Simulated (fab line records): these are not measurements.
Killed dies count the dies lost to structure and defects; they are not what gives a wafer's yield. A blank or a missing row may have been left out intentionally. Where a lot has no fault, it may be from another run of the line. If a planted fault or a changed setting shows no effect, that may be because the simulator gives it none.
Which tool is to blame? + flow n5 finfet + Sampling: 24 lots, 72 wafers, 6 of 1938 route steps

## WHAT EACH GAUGE READ, for each wafer
N5_HKMG_FIN_INSPECT_61: inspects for defects (macro).
| lot  | measured    | on                | raw defect count |
|------|-------------|-------------------|------------------|
| L074 | day 3 22:19 | defect inspect-02 | 3 0 2            |
| L075 | day 4 05:40 | defect inspect-02 | 0 3 0            |
| L076 | day 4 09:41 | defect inspect-01 | 3 1 3            |
| L077 | day 4 18:11 | defect inspect-02 | 6 3 5            |
| L078 | day 4 21:40 | defect inspect-01 | 1 1 5            |
| L079 | day 5 06:31 | defect inspect-02 | 3 0 2            |
| L080 | day 5 15:01 | defect inspect-02 | 1 1 3            |
| L081 | day 5 18:38 | defect inspect-01 | 1 3 2            |
| L082 | day 6 08:04 | defect inspect-01 | 2 1 3            |
| L083 | day 6 13:25 | defect inspect-01 | 1 4 3            |
| L084 | day 6 17:43 | defect inspect-01 | 3 1 1            |
| L085 | day 6 18:08 | defect inspect-01 | 2 2 2            |
| L086 | day 7 02:39 | defect inspect-02 | 1 2 1            |
| L088 | day 7 09:53 | defect inspect-01 | 3 0 2            |
| L087 | day 7 11:52 | defect inspect-01 | 2 1 1            |
| L089 | day 7 18:34 | defect inspect-02 | 1 0 1            |
| L090 | day 8 10:11 | defect inspect-02 | 1 1 3            |
| L091 | day 8 11:42 | defect inspect-02 | 3 2 5            |
| L092 | day 8 15:09 | defect inspect-02 | 2 0 3            |
| L094 | day 9 02:35 | defect inspect-02 | 3 0 0            |
| L093 | day 9 03:13 | defect inspect-01 | 2 4 1            |
| L095 | day 9 09:05 | defect inspect-01 | 1 2 1            |
| L096 | day 9 13:06 | defect inspect-02 | 3 2 3            |
| L097 | day 9 21:32 | defect inspect-01 | 1 0 0            |

N5_HKMG_FIN_INSPECT_28: inspects for defects (darkfield).
| lot  | measured     | on                | raw defect count |
|------|--------------|-------------------|------------------|
| L074 | day 4 06:22  | defect inspect-02 | 20 34 60         |
| L075 | day 4 13:32  | defect inspect-02 | 44 35 36         |
| L076 | day 4 17:30  | defect inspect-01 | 28 27 38         |
| L077 | day 5 02:23  | defect inspect-02 | 64 65 28         |
| L078 | day 5 05:50  | defect inspect-01 | 23 68 51         |
| L079 | day 5 14:38  | defect inspect-01 | 33 25 24         |
| L080 | day 5 23:02  | defect inspect-01 | 30 65 46         |
| L081 | day 6 02:26  | defect inspect-01 | 29 18 23         |
| L082 | day 6 16:06  | defect inspect-02 | 37 30 48         |
| L083 | day 6 21:49  | defect inspect-01 | 21 27 33         |
| L084 | day 7 01:41  | defect inspect-02 | 25 56 18         |
| L085 | day 7 02:06  | defect inspect-01 | 40 49 36         |
| L086 | day 7 10:58  | defect inspect-01 | 58 73 33         |
| L088 | day 7 18:12  | defect inspect-01 | 40 44 30         |
| L087 | day 7 20:15  | defect inspect-02 | 33 27 29         |
| L089 | day 8 07:42  | defect inspect-01 | 41 47 42         |
| L090 | day 8 17:58  | defect inspect-02 | 45 29 42         |
| L091 | day 8 19:56  | defect inspect-01 | 26 23 29         |
| L092 | day 8 23:16  | defect inspect-02 | 34 56 22         |
| L094 | day 9 10:32  | defect inspect-02 | 36 32 32         |
| L093 | day 9 11:11  | defect inspect-02 | 53 62 69         |
| L095 | day 9 17:12  | defect inspect-02 | 36 33 48         |
| L096 | day 9 21:44  | defect inspect-01 | 60 37 42         |
| L097 | day 10 05:52 | defect inspect-01 | 35 24 23         |

## EACH LOT AND THE TOOL THAT RAN IT (in order: tool; ch and the chambers of the sampled wafers; start)
| lot  | N5_SDB_HM_DEP_00               | N5_SDB_ETCH_25                    | N5_HKMG_FIN_ETCH_32                | N5_HKMG_FIN_CMP_94           |
|------|--------------------------------|-----------------------------------|------------------------------------|------------------------------|
| L074 | pecvd-02 ch 0,1,2, day 3 16:25 | rie diel-04 ch 0,1,2, day 3 17:29 | rie diel-05 ch 2,3, day 4 02:02    | cmp-04 ch 0,2,3, day 4 06:10 |
| L075 | pecvd-02 ch 1,2, day 3 23:41   | rie diel-06 ch 0,2, day 4 00:42   | rie diel-06 ch 0,2,3, day 4 09:14  | cmp-04 ch 0,2, day 4 13:18   |
| L076 | pecvd-03 ch 1,2, day 4 03:55   | rie diel-04 ch 0,3, day 4 04:51   | rie diel-06 ch 2,3, day 4 13:12    | cmp-04 ch 1,2, day 4 17:16   |
| L077 | pecvd-01 ch 0,1, day 4 12:13   | rie diel-04 ch 0,1,2, day 4 13:19 | rie diel-05 ch 0,2,3, day 4 22:01  | cmp-01 ch 0,1,2, day 5 02:09 |
| L078 | pecvd-03 ch 0,1, day 4 15:38   | rie diel-04 ch 0,1,2, day 4 16:35 | rie diel-06 ch 0,3, day 5 01:31    | cmp-01 ch 0,1,3, day 5 05:40 |
| L079 | pecvd-02 ch 0,1,2, day 4 23:58 | rie diel-04 ch 1,2,3, day 5 01:27 | rie diel-04 ch 0,1,2, day 5 09:53  | cmp-04 ch 0,2,3, day 5 14:25 |
| L080 | pecvd-02 ch 0,2, day 5 08:53   | rie diel-05 ch 0,1,2, day 5 10:13 | rie diel-05 ch 0,1,3, day 5 18:45  | cmp-04 ch 0,1, day 5 22:48   |
| L081 | pecvd-02 ch 0,2, day 5 12:44   | rie diel-06 ch 1,2,3, day 5 13:48 | rie diel-05 ch 0,3, day 5 22:07    | cmp-01 ch 1,2,3, day 6 02:16 |
| L082 | pecvd-02 ch 1,2, day 6 02:13   | rie diel-06 ch 1,2,3, day 6 03:17 | rie diel-06 ch 0,1, day 6 11:44    | cmp-03 ch 0,1,3, day 6 15:56 |
| L083 | pecvd-03 ch 0,1, day 6 03:27   | rie diel-04 ch 0,1,3, day 6 05:01 | rie diel-06 ch 0,1,2, day 6 17:26  | cmp-04 ch 0,1,3, day 6 21:37 |
| L084 | pecvd-03 ch 0,1,2, day 6 11:24 | rie diel-04 ch 0,1,3, day 6 12:48 | rie diel-04 ch 1,2,3, day 6 21:24  | cmp-03 ch 1,2,3, day 7 01:28 |
| L085 | pecvd-02 ch 0,2, day 6 12:16   | rie diel-04 ch 0,1,3, day 6 13:12 | rie diel-05 ch 0,1,3, day 6 21:49  | cmp-01 ch 1,2,3, day 7 01:54 |
| L086 | pecvd-01 ch 0,2, day 6 20:40   | rie diel-06 ch 1,2,3, day 6 21:43 | rie diel-05 ch 0,2,3, day 7 06:41  | cmp-04 ch 0,1,3, day 7 10:48 |
| L088 | pecvd-01 ch 0,1,2, day 7 03:50 | rie diel-06 ch 0,1,3, day 7 04:53 | rie diel-04 ch 1,3, day 7 13:41    | cmp-04 ch 0,1,2, day 7 18:02 |
| L087 | pecvd-03 ch 0,1,2, day 7 05:23 | rie diel-04 ch 0,1,2, day 7 06:40 | rie diel-06 ch 0,1, day 7 15:50    | cmp-03 ch 1,2, day 7 20:02   |
| L089 | pecvd-02 ch 1,2, day 7 12:16   | rie diel-06 ch 1, day 7 13:33     | rie diel-05 ch 0,2,3, day 8 03:20  | cmp-01 ch 0,2,3, day 8 07:30 |
| L090 | pecvd-01 ch 0,1,2, day 8 01:49 | rie diel-04 ch 1,2,3, day 8 04:41 | rie diel-05 ch 0,1,2, day 8 13:34  | cmp-04 ch 0,2,3, day 8 17:44 |
| L091 | pecvd-03 ch 0,2, day 8 05:22   | rie diel-04 ch 0,2,3, day 8 06:19 | rie diel-06 ch 0,1,3, day 8 15:26  | cmp-01 ch 0,1,3, day 8 19:42 |
| L092 | pecvd-01 ch 0,1,2, day 8 07:37 | rie diel-05 ch 0,2,3, day 8 09:47 | rie diel-04 ch 0,3, day 8 18:43    | cmp-03 ch 1,2, day 8 23:02   |
| L094 | pecvd-02 ch 0,1,2, day 8 19:40 | rie diel-05 ch 0,1, day 8 21:37   | rie diel-04 ch 2,3, day 9 06:04    | cmp-01 ch 0,3, day 9 10:20   |
| L093 | pecvd-03 ch 0,1, day 8 20:04   | rie diel-06 ch 0,1, day 8 21:49   | rie diel-04 ch 1,2,3, day 9 06:41  | cmp-01 ch 1,3, day 9 10:59   |
| L095 | pecvd-01 ch 0,1,2, day 9 03:07 | rie diel-05 ch 0,2,3, day 9 04:11 | rie diel-04 ch 1,2, day 9 12:38    | cmp-03 ch 1,2, day 9 16:58   |
| L096 | pecvd-03 ch 0,2, day 9 06:28   | rie diel-06 ch 0,3, day 9 07:37   | rie diel-04 ch 0,1,3, day 9 17:27  | cmp-01 ch 2,3, day 9 21:31   |
| L097 | pecvd-02 ch 0,1, day 9 14:19   | rie diel-04 ch 2,3, day 9 15:46   | rie diel-05 ch 0,2,3, day 10 01:34 | cmp-03 ch 0,1, day 10 05:37  |
- N5_SDB_HM_DEP_00: deposits SiNx from SiH4/NH3/N2, target thk 40 nm, time 35.3 s.
- N5_SDB_ETCH_25: etches SiO2 in C4F6/O2, target depth 10 nm, time 3.3 s.
- N5_HKMG_FIN_ETCH_32: etches SOC in N2/H2, target depth 240 nm, time 300 s.
- N5_HKMG_FIN_CMP_94: polishes, stops on SiNx, t overpolish 4.7 s, target thk 43.299 nm.

## WHAT THE TOOLS THEMSELVES READ (means of the sampled wafers that have a number; where no wafer has one, the mark that the record gives instead)
N5_SDB_HM_DEP_00.
| lot  | tool     | heater power outer w (W) | heater power w (W) | showerhead plenum p Torr (Torr) | throttle valve pct (%) |
|------|----------|--------------------------|--------------------|---------------------------------|------------------------|
| L074 | pecvd-02 | 417                      | 749                | 5.08                            | 37.7                   |
| L075 | pecvd-02 | 429                      | 789                | 5.09                            | 38.2                   |
| L076 | pecvd-03 | 419                      | 721                | 5.09                            | 40.3                   |
| L077 | pecvd-01 | 456                      | 785                | 5.16                            | 38.8                   |
| L078 | pecvd-03 | 401                      | 686                | 5.10                            | 41.7                   |
| L079 | pecvd-02 | 439                      | 787                | 5.08                            | 37.7                   |
| L080 | pecvd-02 | 422                      | 713                | 5.07                            | 37.3                   |
| L081 | pecvd-02 | 468                      | 799                | 5.08                            | 38.2                   |
| L082 | pecvd-02 | 464                      | 834                | 5.09                            | 38.6                   |
| L083 | pecvd-03 | 396                      | 682                | 5.11                            | 41.8                   |
| L084 | pecvd-03 | 453                      | 758                | 5.11                            | 39.3                   |
| L085 | pecvd-02 | 447                      | 747                | 5.07                            | 37.3                   |
| L086 | pecvd-01 | 364                      | 627                | 5.18                            | 37.9                   |
| L088 | pecvd-01 | 427                      | 734                | 5.16                            | 39.3                   |
| L087 | pecvd-03 | 427                      | 739                | 5.12                            | 39.2                   |
| L089 | pecvd-02 | 448                      | 813                | 5.09                            | 38.5                   |
| L090 | pecvd-01 | 421                      | 715                | 5.15                            | 39.4                   |
| L091 | pecvd-03 | 411                      | 716                | 5.13                            | 36.8                   |
| L092 | pecvd-01 | 425                      | 731                | 5.16                            | 39.4                   |
| L094 | pecvd-02 | 418                      | 757                | 5.08                            | 37.8                   |
| L093 | pecvd-03 | 415                      | 711                | 5.11                            | 41.9                   |
| L095 | pecvd-01 | 452                      | 752                | 5.15                            | 39.5                   |
| L096 | pecvd-03 | 424                      | 739                | 5.13                            | 36.8                   |
| L097 | pecvd-02 | 416                      | 720                | 5.07                            | 37.2                   |

N5_SDB_ETCH_25.
| lot  | tool        | drypump motor current A (A) | oes product au (a.u.) | rf vpp V (V) | showerhead plenum p Torr (Torr) | throttle valve pct (%) |
|------|-------------|-----------------------------|-----------------------|--------------|---------------------------------|------------------------|
| L074 | rie diel-04 | 5.7                         | 0.84                  | 663          | 2.92                            | 21.17                  |
| L075 | rie diel-06 | 6.0                         | 0.72                  | 680          | 2.87                            | 21.29                  |
| L076 | rie diel-04 | 5.9                         | 0.89                  | 667          | 2.86                            | 20.98                  |
| L077 | rie diel-04 | 5.7                         | 0.83                  | 662          | 2.92                            | 21.18                  |
| L078 | rie diel-04 | 5.7                         | 0.82                  | 663          | 2.92                            | 21.18                  |
| L079 | rie diel-04 | 6.1                         | 0.81                  | 664          | 2.94                            | 20.97                  |
| L080 | rie diel-05 | 5.8                         | 0.86                  | 670          | 2.93                            | 21.08                  |
| L081 | rie diel-06 | 5.8                         | 0.78                  | 664          | 2.93                            | 21.09                  |
| L082 | rie diel-06 | 5.8                         | 0.77                  | 663          | 2.93                            | 21.09                  |
| L083 | rie diel-04 | 5.7                         | 0.81                  | 663          | 2.87                            | 21.05                  |
| L084 | rie diel-04 | 5.7                         | 0.80                  | 663          | 2.87                            | 21.06                  |
| L085 | rie diel-04 | 5.7                         | 0.81                  | 664          | 2.87                            | 21.06                  |
| L086 | rie diel-06 | 5.8                         | 0.77                  | 663          | 2.92                            | 21.10                  |
| L088 | rie diel-06 | 6.0                         | 0.78                  | 677          | 2.97                            | 21.19                  |
| L087 | rie diel-04 | 5.7                         | 0.80                  | 663          | 2.91                            | 21.21                  |
| L089 | rie diel-06 | 6.5                         | 0.87                  | 655          | 3.01                            | 21.09                  |
| L090 | rie diel-04 | 6.1                         | 0.78                  | 664          | 2.93                            | 21.01                  |
| L091 | rie diel-04 | 5.9                         | 0.84                  | 665          | 2.89                            | 21.14                  |
| L092 | rie diel-05 | 5.8                         | 0.81                  | 667          | 2.90                            | 20.77                  |
| L094 | rie diel-05 | 6.1                         | 0.83                  | 663          | 2.99                            | 21.08                  |
| L093 | rie diel-06 | 6.4                         | 0.76                  | 688          | 2.97                            | 21.37                  |
| L095 | rie diel-05 | 5.8                         | 0.80                  | 667          | 2.89                            | 20.77                  |
| L096 | rie diel-06 | 5.5                         | 0.73                  | 683          | 2.94                            | 21.19                  |
| L097 | rie diel-04 | 6.3                         | 0.82                  | 667          | 2.90                            | 20.97                  |

N5_HKMG_FIN_ETCH_32.
| lot  | tool        | drypump motor current A (A) | oes product au (a.u.) | rf vpp V (V) | showerhead plenum p Torr (Torr) | throttle valve pct (%) |
|------|-------------|-----------------------------|-----------------------|--------------|---------------------------------|------------------------|
| L074 | rie diel-05 | 5.7                         | 0.79                  | 524.6        | 2.57                            | 17.3                   |
| L075 | rie diel-06 | 5.7                         | 0.74                  | 526.1        | 2.60                            | 17.9                   |
| L076 | rie diel-06 | 5.6                         | 0.71                  | 525.0        | 2.54                            | 17.7                   |
| L077 | rie diel-05 | 5.8                         | 0.86                  | 526.3        | 2.59                            | 17.3                   |
| L078 | rie diel-06 | 5.9                         | 0.76                  | 525.9        | 2.66                            | 18.0                   |
| L079 | rie diel-04 | 5.7                         | 0.82                  | 525.6        | 2.61                            | 17.8                   |
| L080 | rie diel-05 | 6.0                         | 0.82                  | 526.9        | 2.65                            | 17.6                   |
| L081 | rie diel-05 | 6.1                         | 0.86                  | 528.0        | 2.66                            | 17.3                   |
| L082 | rie diel-06 | 6.5                         | 0.85                  | 528.1        | 2.68                            | 17.8                   |
| L083 | rie diel-06 | 6.2                         | 0.77                  | 525.7        | 2.60                            | 17.8                   |
| L084 | rie diel-04 | 6.1                         | 0.79                  | 525.6        | 2.65                            | 17.8                   |
| L085 | rie diel-05 | 5.9                         | 0.80                  | 527.7        | 2.65                            | 17.6                   |
| L086 | rie diel-05 | 5.8                         | 0.83                  | 525.6        | 2.58                            | 17.4                   |
| L088 | rie diel-04 | 6.0                         | 0.74                  | 525.9        | 2.62                            | 17.8                   |
| L087 | rie diel-06 | 6.4                         | 0.83                  | 527.3        | 2.67                            | 17.8                   |
| L089 | rie diel-05 | 5.8                         | 0.82                  | 525.7        | 2.58                            | 17.4                   |
| L090 | rie diel-05 | 5.8                         | 0.83                  | 525.0        | 2.60                            | 17.7                   |
| L091 | rie diel-06 | 5.9                         | 0.78                  | 526.0        | 2.66                            | 17.9                   |
| L092 | rie diel-04 | 5.4                         | 0.86                  | 523.0        | 2.50                            | 17.7                   |
| L094 | rie diel-04 | 6.3                         | 0.82                  | 525.4        | 2.63                            | 17.8                   |
| L093 | rie diel-04 | 6.1                         | 0.77                  | 525.6        | 2.64                            | 17.8                   |
| L095 | rie diel-04 | 6.0                         | 0.71                  | 526.5        | 2.65                            | 17.9                   |
| L096 | rie diel-04 | 5.7                         | 0.79                  | 524.5        | 2.55                            | 17.8                   |
| L097 | rie diel-05 | 5.8                         | 0.79                  | 525.7        | 2.58                            | 17.4                   |

N5_HKMG_FIN_CMP_94.
| lot  | tool   | motor current A (A) |
|------|--------|---------------------|
| L074 | cmp-04 | 12.0                |
| L075 | cmp-04 | 11.8                |
| L076 | cmp-04 | 12.8                |
| L077 | cmp-01 | 11.7                |
| L078 | cmp-01 | 11.6                |
| L079 | cmp-04 | 11.4                |
| L080 | cmp-04 | 13.5                |
| L081 | cmp-01 | 11.7                |
| L082 | cmp-03 | 13.2                |
| L083 | cmp-04 | 12.9                |
| L084 | cmp-03 | 13.2                |
| L085 | cmp-01 | 11.4                |
| L086 | cmp-04 | 13.2                |
| L088 | cmp-04 | 12.2                |
| L087 | cmp-03 | 14.1                |
| L089 | cmp-01 | 11.8                |
| L090 | cmp-04 | 11.7                |
| L091 | cmp-01 | 11.3                |
| L092 | cmp-03 | 13.8                |
| L094 | cmp-01 | 11.2                |
| L093 | cmp-01 | 10.7                |
| L095 | cmp-03 | 12.9                |
| L096 | cmp-01 | 12.1                |
| L097 | cmp-03 | 13.2                |

## THE ANSWER, worked out from the rows above alone
Rule: what is usual is taken from the lots themselves. The widest of any qualifying gaps counts: lots, ordered by their means at a reading, are off when they make up no more than a third of the lots, leave a main group of 4 or more, and stand apart from it by 3 or more times the standard deviation of that group's means. A main group is skipped when, at the precision printed for the reading in the tables above, its means are all equal. A lot without any number at a reading at which 4 lots or more have one is off too. Where the step has rows for the other lots, those lots are counted as sound. After the gauges, taken in route order, come the tools' own readings; for these a lot's mean is taken, as printed above. At the first step where some lot is off, the reading lying furthest off is the one used; lots without a number count as furthest.
No lot is off at any reading shown: from this, nothing can be told.

## WHAT WAS PUT IN BY THE SIMULATOR
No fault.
